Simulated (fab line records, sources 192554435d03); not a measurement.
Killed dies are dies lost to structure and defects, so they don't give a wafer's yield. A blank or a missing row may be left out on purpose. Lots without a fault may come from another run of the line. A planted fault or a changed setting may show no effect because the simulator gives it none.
Split-lot experiment | flow n5_finfet | 7 lots, 21 wafers read, on a route of 1938 steps

THE SPLIT
At N5_PASSIVATION_AL_DEP_21 (deposits Al, target thk 2800 nm, time 170 s), the setting time_s was moved away from the recipe's 170 s on 7 of the 21 wafers read, by -8.9% to +13.5%. The other wafers ran this setting at the recipe's value.

The reading is taken at the split's own step.

THE READING
Al_of_PASSIVATION_AL_DEP_21.thk_nm (the simulator's own value, which no gauge read), in nm, at N5_PASSIVATION_AL_DEP_21 (deposits Al, target thk 2800 nm, time 170 s). The file gives no usual value for it. The 14 wafers here that ran the recipe average 2804 nm, standard deviation 27 nm.

wafer  | tool, chamber at the split | time_s as run, s | against the recipe | Al_of_PASSIVATION_AL_DEP_21.thk_nm, nm | against lot-mates on the recipe
L074.4 | pvd_sputter-03, -          | 158.7            | -6.6%              | 2593                                   | -250
L074.5 | pvd_sputter-03, -          | 170              | recipe             | 2843                                   | -
L074.6 | pvd_sputter-03, -          | 158.7            | -6.6%              | 2622                                   | -221
L075.2 | pvd_sputter-03, -          | 170              | recipe             | 2785                                   | -
L075.3 | pvd_sputter-03, -          | 185.2            | +8.9%              | 3017                                   | +232
L075.4 | pvd_sputter-03, -          | 185.2            | +8.9%              | 3086                                   | +301
L084.3 | pvd_sputter-02, -          | 170              | recipe             | 2790                                   | -
L084.5 | pvd_sputter-02, -          | 170              | recipe             | 2787                                   | -
L084.6 | pvd_sputter-02, -          | 170              | recipe             | 2799                                   | -
L088.1 | pvd_sputter-03, -          | 170              | recipe             | 2789                                   | -
L088.3 | pvd_sputter-03, -          | 170              | recipe             | 2821                                   | -
L088.5 | pvd_sputter-03, -          | 193              | +13.5%             | 3175                                   | +370
L091.1 | pvd_sputter-01, -          | 170              | recipe             | 2778                                   | -
L091.2 | pvd_sputter-01, -          | 188.4            | +10.8%             | 3056                                   | +283
L091.5 | pvd_sputter-01, -          | 170              | recipe             | 2768                                   | -
L093.1 | pvd_sputter-02, -          | 170              | recipe             | 2838                                   | -
L093.2 | pvd_sputter-02, -          | 170              | recipe             | 2793                                   | -
L093.5 | pvd_sputter-02, -          | 154.8            | -8.9%              | 2535                                   | -280
L097.4 | pvd_sputter-03, -          | 170              | recipe             | 2851                                   | -
L097.5 | pvd_sputter-03, -          | 170              | recipe             | 2840                                   | -
L097.6 | pvd_sputter-03, -          | 170              | recipe             | 2780                                   | -

THE FIT
A straight line over all 21 wafers: Al_of_PASSIVATION_AL_DEP_21.thk_nm changes by +27.5 nm for each +1% of time_s; r = +0.98; the points scatter about the line by 29 nm.
The same after taking each lot's own level away (the mean of its wafers on the recipe; 21 wafers): +29.6 nm for each +1%; r = +0.99; scatter 25 nm.
On that fit, the largest move of time_s shifts the reading by 4e+02 nm.
The lots' own levels span 2773.0 to 2843.0 nm, that is 2.6 times the standard deviation above.
So the lot-to-lot level changes the slope little: the two slopes agree.
Check: with one of the wafers moved furthest among these (+13.5%) left out of the fit, the line predicts +404 nm for it against its lot-mates. It came out at +370 nm against them.

OTHER SPLITS ON THESE WAFERS
These wafers also went through other splits before the reading. Each is held against what the fit with the lots' levels taken away leaves over:
other split on the same wafers     | wafers away from the commonest value | r with Al_of_PASSIVATION_AL_DEP_21.thk_nm (lot level and that fit taken away)
N5_BEOL_M8_TRENCH_ETCH_37 source_w | 7                                    | +0.05
N5_BEOL_M10_ETCH_62 time_s         | 6                                    | -0.36
N5_BEOL_M11_ETCH_41 time_s         | 7                                    | +0.33
N5_BEOL_M13_ETCH_68 time_s         | 10                                   | -0.23
N5_BEOL_M15_TRENCH_ETCH_34 time_s  | 8                                    | +0.18
N5_BEOL_M15_SPUTTER_44 power_w     | 5                                    | +0.43

THE FILE'S OWN FIT
Al_of_PASSIVATION_AL_DEP_21.thk_nm changes by +28.8 nm for each +1% of time_s, r = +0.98.
